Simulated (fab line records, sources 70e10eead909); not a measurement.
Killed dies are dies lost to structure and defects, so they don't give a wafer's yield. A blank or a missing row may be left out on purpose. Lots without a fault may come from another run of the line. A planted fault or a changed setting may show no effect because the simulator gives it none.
Chamber matching | flow nand_harc | NHARC_A_CONTACT_DEP_29 on pecvd-02: 3 sister chambers
The step deposits SiON, target thk 100 nm. 3 wafers are shown with their chamber, then 10 later ones without.

WAFERS WITH THEIR CHAMBER
wafer  | chamber | heater_power_w (W)
L081.3 | 1       | 693
L081.5 | 2       | 813
L092.5 | 0       | 600

WAFERS WITHOUT THEIR CHAMBER
wafer  | heater_power_w (W)
L092.6 | 811
L093.1 | 712
L093.3 | 678
L093.6 | 702
L096.3 | 776
L096.4 | 792
L096.5 | 603
L095.1 | 687
L095.2 | 802
L095.3 | 764

WHICH CHAMBER EACH WENT THROUGH
wafer  | from the rows above     | in truth
L092.6 | 2                       | 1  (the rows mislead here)
L093.1 | 1                       | 1
L093.3 | 1                       | 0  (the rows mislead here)
L093.6 | 1                       | 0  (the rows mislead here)
L096.3 | 2                       | 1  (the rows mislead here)
L096.4 | 2                       | 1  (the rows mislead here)
L096.5 | 0                       | 0
L095.1 | 1                       | 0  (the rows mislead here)
L095.2 | 2                       | 2
L095.3 | can't be placed: 2 or 1 | 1
Placed correctly: 3 of 10. Can't be placed from these rows: 1 (the true chamber is among the candidates in 1). Placed wrongly: 6.
How it was worked out, from the rows above alone: a wafer's distance from a chamber is the root of the sum, over the readings, of the square of ((its reading less the chamber's mean) divided by the reading's scatter). The wafer belongs to the nearest chamber; if the next one is less than 2 further off, it can't be placed. A chamber's mean is the mean of its shown wafers. The scatter: with one shown wafer a chamber, the root of the mean of the squares of how far each hidden wafer lies from its nearest shown one.
